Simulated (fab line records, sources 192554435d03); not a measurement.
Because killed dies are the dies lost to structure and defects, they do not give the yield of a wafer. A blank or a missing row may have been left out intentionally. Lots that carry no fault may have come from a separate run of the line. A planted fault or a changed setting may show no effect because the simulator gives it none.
Comparing a struck lot with a sound one -- flow n5 finfet -- 33 steps out of a route of 1938
Sound: the wafers L761.2, L761.4, L761.6. Struck: wafer L768.3 (L768.2, L768.6, from the same lot, were not struck and are left out); the cause is given at the end.
At each step with rows: each side's tool, then ch and its chambers, then its first start. Under that, the readings that differ: sound wafers -- struck wafers -- difference of the means -- sigmas: that difference in standard deviations of wafers without a fault.
alike: a reading whose means differ by less than 2 such deviations, as well as words and numbers matching on both sides. not compared: withheld readings; readings where some wafer has no value; bounds like >300 that might hide an equal value; numbers whose values overlap and for which the record gives no deviation.
A row with sigmas, a row that says differs or no value, or rows on one side alone: a step with any of these is where the two part. Numbers that have no deviation but don't overlap get no sigmas and don't part them. A reading that every wafer of one side lacks parts them only if that side has two wafers or more.

N5_BEOL_M5_SPUTTER_83: material Cu, target thk 15 nm, time 27.62 s.
  sound on pvd sputter-02 at day 9 19:37; struck on pvd sputter-01 at day 11 23:18
reading,sound,struck,difference,sigmas
chuck gas flow sccm (sccm),1.27 1.31 1.14,1.37,+0.13,+2
  alike: throttle valve pct
N5_BEOL_M5_ANNEAL_84: time 1800 s.
  sound on pvd sputter-02 at day 9 19:41; struck on pvd sputter-01 at day 11 23:23
  alike: heater power w
then, 5 steps without rows for these wafers: N5_BEOL_M5_SPUTTER_88 (material Cu, target thk 15 nm, time 27.62 s); N5_BEOL_M5_ANNEAL_89 (time 1800 s); N5_BEOL_M5_SPUTTER_90 (material Cu, target thk 4.5 nm, time 8.29 s); N5_BEOL_M5_ECD_50 (material Cu, target thk 300 nm); N5_BEOL_M5_ANNEAL_51 (time 90 s).
N5_BEOL_M5_CMP_52: polishes, stops on SiCOH lowk, t overpolish 6.9 s, target thk 62 nm.
  sound on cmp-03 ch 0,1,3, day 10 01:33; struck on cmp-02 ch 3, day 12 02:04
reading,sound,struck,difference,sigmas
barrier field endpoint s (s),24.9 25.2 25.3,23.1,-2.0,-3
time to endpoint s (s),65 67 66,51,-15,-4
  alike: clearing platen down force psi, motor current A, overpolish run s
  not compared: pad life wafers
N5_BEOL_M5_THK_MEAS_53: measures by xrf.
  sound on film metro-02 at day 10 01:46; struck on film metro-01 at day 12 02:19
  alike: M5_THK
N5_BEOL_M5_PRE_CLEAN_77: time 15 s.
  sound on cvd co-02 ch 0,1,2, day 10 01:49; struck on cvd co-02 ch 1, day 12 02:22
  alike: heater power w
then, 2 steps without rows for these wafers: N5_BEOL_M5_CO_CAP_78 (material Co, precursor CCTBA/H2, target thk 2 nm, time 102.1 s); N5_BEOL_M5_PRE_CLEAN_55 (time 15 s).
N5_BEOL_M5_DEP_56: deposits SiCN from 3MS/NH3, target thk 8 nm, time 14 s.
  sound on pecvd-03 ch 1,2, day 10 01:58; struck on pecvd-04 ch 1, day 12 02:31
  alike: showerhead plenum p Torr, showerhead vpp V, throttle valve pct
N5_BEOL_M5_RS_MEAS_57: measurement is done with a four-point probe.
  sound on film metro-02 at day 10 02:02; struck on film metro-02 at day 12 02:35
  alike: M5_RS
N5_BEOL_M5_INSPECT_58: inspects for defects (darkfield).
  sound on defect inspect-01 at day 10 02:04; struck on defect inspect-02 at day 12 02:37
reading,sound,struck,difference,sigmas
raw defect count,60 61 83,1306,+1238,+59
then, 2 steps without rows for these wafers: N5_BEOL_M6_ILD_DEP_00 (deposits SiCOH lowk from DEMS/porogen, target thk 179.75 nm, time 33.4 s); N5_BEOL_M6_CURE_74 (cures SiCOH lowk, time 240 s).
N5_BEOL_M6_THK_MEAS_01:
  sound on film metro-02 at day 10 02:40; struck on film metro-01 at day 12 03:13
reading,sound,struck,difference,sigmas
M6_ILD_THK (nm),154.1 157.5 157.2,152.2,-4.1,-2
then, 1 step without rows for these wafers: N5_BEOL_M6_PECVD_70 (deposits SiO2 from TEOS/O2, target thk 20 nm, time 22.7 s).
N5_BEOL_M6_HM_DEP_02: deposits TiN, target thk 20 nm.
  sound on pvd sputter-02 at day 10 02:58; struck on pvd sputter-02 at day 12 05:28
  alike: throttle valve pct
then, 8 steps without rows for these wafers: N5_BEOL_M6_COAT_59 (time 60 s, resist thk 100 nm); N5_BEOL_M6_COAT_60 (time 60 s, resist thk 35 nm); N5_BEOL_M6_COAT_05 (resist thk 90 nm); N5_BEOL_M6_EBR_07; N5_BEOL_M6_SOFTBAKE_06 (time 60 s); N5_BEOL_M6_EXPOSE_08 (exposes mask M6); N5_BEOL_M6_PEB_09 (peb time 60 s); N5_BEOL_M6_DEVELOP_10 (develop time 30 s).
N5_BEOL_M6_CD_MEAS_11: target cd 38.5 nm.
  sound on cd sem-01 ch 0, day 10 03:28; struck on cd sem-03 ch 0, day 12 05:50
  alike: cd nm
N5_BEOL_M6_OVL_MEAS_12:
  sound on overlay-01 ch 0, day 10 03:29; struck on overlay-01 ch 0, day 12 05:52
  alike: M6_OVL
N5_BEOL_M6_INSPECT_13: inspects for defects (brightfield).
  sound on defect inspect-02 at day 10 03:31; struck on defect inspect-02 at day 12 05:53
reading,sound,struck,difference,sigmas
raw defect count,359 575 381,1793,+1355,+15
then, 1 step without rows for these wafers: N5_BEOL_M6_DESCUM_16 (chemistry O2, time 7.9 s).
-- record jumps: 5 days separate the struck wafers' starts on either side; left off in module BEOL_M6, taken up again in module PASSIVATION, whose first shown step is the route's number 1936 --
N5_PASSIVATION_PROBE_49:
  only the struck wafers here have rows in the record (prober-01, day 16 20:42); the sound ones have none

## WHERE THEY PART
Last at N5_PASSIVATION_PROBE_49 as far as this record goes, first at N5_BEOL_M5_SPUTTER_83.

WHY: whatever the simulator had introduced
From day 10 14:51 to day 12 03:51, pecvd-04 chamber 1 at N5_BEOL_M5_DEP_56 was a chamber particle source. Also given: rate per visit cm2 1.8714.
